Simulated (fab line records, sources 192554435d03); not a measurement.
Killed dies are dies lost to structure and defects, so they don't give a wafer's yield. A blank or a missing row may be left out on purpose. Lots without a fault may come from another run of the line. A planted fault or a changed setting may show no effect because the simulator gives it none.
A struck lot beside a sound one | flow n5_finfet | 42 steps out of a route of 1938
Sound: wafers L612.3, L612.4, L612.6. Struck: wafer L627.6. (L627.3, L627.4 of the same lot were not struck and are left out.) The cause comes at the end.
At each step with rows: each side's tool, then ch and its chambers, then its first start. Under that, the readings that differ: sound wafers | struck wafers | difference of the means | sigmas: that difference in standard deviations of wafers without a fault.
alike: readings whose means differ by less than 2 such deviations, and words and numbers that are the same on both sides. not compared: withheld readings, readings that some wafer has no value for, bounds like >300 that may hide the same value, and numbers for which the record gives no deviation and whose values overlap.
The two part at a step that has a row with sigmas, a row that says differs or no value, or rows on one side only. Numbers that don't overlap but have no deviation are shown without sigmas and don't part them. A reading that every wafer of one side lacks parts them only if that side has two wafers or more.

N5_BEOL_M4_STRIP_36: strips in N2/H2.
  sound on rie_diel-01 ch 0,3, day 8 00:38; struck on rie_diel-05 ch 2, day 12 17:37
  alike: drypump_motor_current_A, oes_product_au, rf_vpp_V, showerhead_plenum_p_Torr, throttle_valve_pct
  not compared: rf_hours_counter_h
then, 3 steps without rows for these wafers: N5_BEOL_M4_TRENCH_ETCH_37 (etches SiOC in C4F6/O2, target depth 55.555 nm, time 29.2 s); N5_BEOL_M4_ETCH_41 (etches SiCN in CH3F/O2, target depth 29.9 nm, time 52.5 s); N5_BEOL_M4_STRIP_97 (strips in N2/H2, time 10 s).
N5_BEOL_M4_OCD_MEAS_38:
  sound on ocd-01, day 8 00:50; struck on ocd-01, day 12 17:48
  alike: trench_depth_nm
then, 4 steps without rows for these wafers: N5_BEOL_M4_HM_STRIP_39 (strips TiN in peroxide tin strip, target depth 25 nm, time 158 s); N5_BEOL_M4_SRD_40 (time 30 s); N5_BEOL_M4_PRECLEAN_42 (cleans in residue remover, time 60 s); N5_BEOL_M4_SRD_43 (time 30 s).
N5_BEOL_M4_CD_MEAS_35: target cd 18 nm, target cd y 22.4 nm.
  sound on cd_sem-03, day 8 00:59; struck on cd_sem-01, day 12 17:58
  alike: cd_nm
then, 2 steps without rows for these wafers: N5_BEOL_M4_DEGAS_44 (time 60 s); N5_BEOL_M4_PRE_CLEAN_45 (time 30 s).
N5_BEOL_M4_ALD_84: deposits TaN, pulse time 2 s, purge time 3 s, co reactant purge time 2 s.
  sound on ald_metal-04 ch 1,2, day 8 01:12; struck on ald_metal-04 ch 1, day 12 18:08
  alike: heater_power_w
then, 4 steps without rows for these wafers: N5_BEOL_M4_SURFACE_TREAT_85; N5_BEOL_M4_CVD_47 (deposits Co from CCTBA/H2, target thk 3 nm, time 223.8 s); N5_BEOL_M4_SPUTTER_48 (material Cu, target thk 4.5 nm, time 8.29 s); N5_BEOL_M4_ANNEAL_49 (time 240 s).
N5_BEOL_M4_SPUTTER_79: material Cu, target thk 4.5 nm, time 8.29 s.
  sound on pvd_sputter-01, day 8 01:52; struck on pvd_sputter-01, day 12 18:51
  alike: throttle_valve_pct
N5_BEOL_M4_ANNEAL_80: time 240 s.
  sound on pvd_sputter-01, day 8 01:56; struck on pvd_sputter-01, day 12 18:56
  alike: heater_power_w
then, 7 steps without rows for these wafers: N5_BEOL_M4_SPUTTER_81 (material Cu, target thk 4.5 nm, time 8.29 s); N5_BEOL_M4_ANNEAL_82 (time 240 s); N5_BEOL_M4_SPUTTER_86 (material Cu, target thk 4.5 nm, time 8.29 s); N5_BEOL_M4_ANNEAL_87 (time 240 s); N5_BEOL_M4_SPUTTER_88 (material Cu, target thk 4.5 nm, time 8.29 s); N5_BEOL_M4_ANNEAL_89 (time 240 s); N5_BEOL_M4_SPUTTER_90 (material Cu, target thk 4.5 nm, time 8.29 s).
N5_BEOL_M4_ANNEAL_91: time 240 s.
  sound on pvd_sputter-01, day 8 02:49; struck on pvd_sputter-01, day 12 19:49
  alike: heater_power_w
then, 3 steps without rows for these wafers: N5_BEOL_M4_SPUTTER_92 (material Cu, target thk 4.5 nm, time 8.29 s); N5_BEOL_M4_ANNEAL_93 (time 240 s); N5_BEOL_M4_SPUTTER_94 (material Cu, target thk 4.5 nm, time 8.29 s).
N5_BEOL_M4_ANNEAL_95: time 240 s.
  sound on pvd_sputter-01, day 8 03:16; struck on pvd_sputter-01, day 12 20:15
  alike: heater_power_w
then, 4 steps without rows for these wafers: N5_BEOL_M4_SPUTTER_96 (material Cu, target thk 4.5 nm, time 8.29 s); N5_BEOL_M4_ECD_50 (material Cu, target thk 300 nm); N5_BEOL_M4_ANNEAL_51 (time 90 s); N5_BEOL_M4_CMP_52 (polishes, stops on SiOC, t overpolish 6.8 s, target thk 40 nm).
N5_BEOL_M4_THK_MEAS_53: measures by xrf.
  sound on film_metro-01, day 8 07:26; struck on film_metro-01, day 12 21:11
  alike: M4_THK
then, 4 steps without rows for these wafers: N5_BEOL_M4_PRE_CLEAN_60 (time 15 s); N5_BEOL_M4_CO_CAP_55 (material Co, precursor CCTBA/H2, target thk 2 nm, time 102.1 s); N5_BEOL_M4_PRE_CLEAN_56 (time 15 s); N5_BEOL_M4_DEP_57 (deposits SiCN from 3MS/NH3, target thk 8 nm, time 14 s).
N5_BEOL_M4_RS_MEAS_58: measures by four-point-probe.
  sound on film_metro-01, day 8 07:42; struck on film_metro-01, day 12 21:26
  alike: M4_RS
-- the record jumps here: 5 days lie between the struck wafers' starts before and after (it left off in module BEOL_M4 and takes up again in module PASSIVATION, whose first step shown is number 1936 of the route) --
N5_PASSIVATION_PROBE_49:
  sound on prober-02, day 12 07:02; struck on prober-02, day 17 11:22
  reading                  | sound          | struck | difference | sigmas
  defect_limited_yield (%) | 93.1 90.7 93.1 | 84.2   | -8.1       | -5
  killed_at_M4_up          | 7 20 6         | 127    | +116       | +18
  killed_dies              | 82 110 82      | 186    | +95        | +5
  killed_on_rim            | 8 11 14        | 27     | +16        | +4
  sort_bin_5_function (%)  | 3.9 5.8 4.7    | 10.3   | +5.5       | +5
  sort_n_pass              | 1098 1070 1098 | 994    | -95        | -5
  sort_yield_pct (%)       | 93.1 90.7 93.1 | 84.2   | -8.1       | -5
  alike: killed_at_M0_to_M3, killed_at_contacts, killed_at_front_end, killed_at_other, killed_open, killed_short, sort_bin_4_leakage, sort_bin_6_memory, sort_bin_8_speed

WHERE THEY PART
Only at N5_PASSIVATION_PROBE_49, within this record.

WHY: what the simulator had put in
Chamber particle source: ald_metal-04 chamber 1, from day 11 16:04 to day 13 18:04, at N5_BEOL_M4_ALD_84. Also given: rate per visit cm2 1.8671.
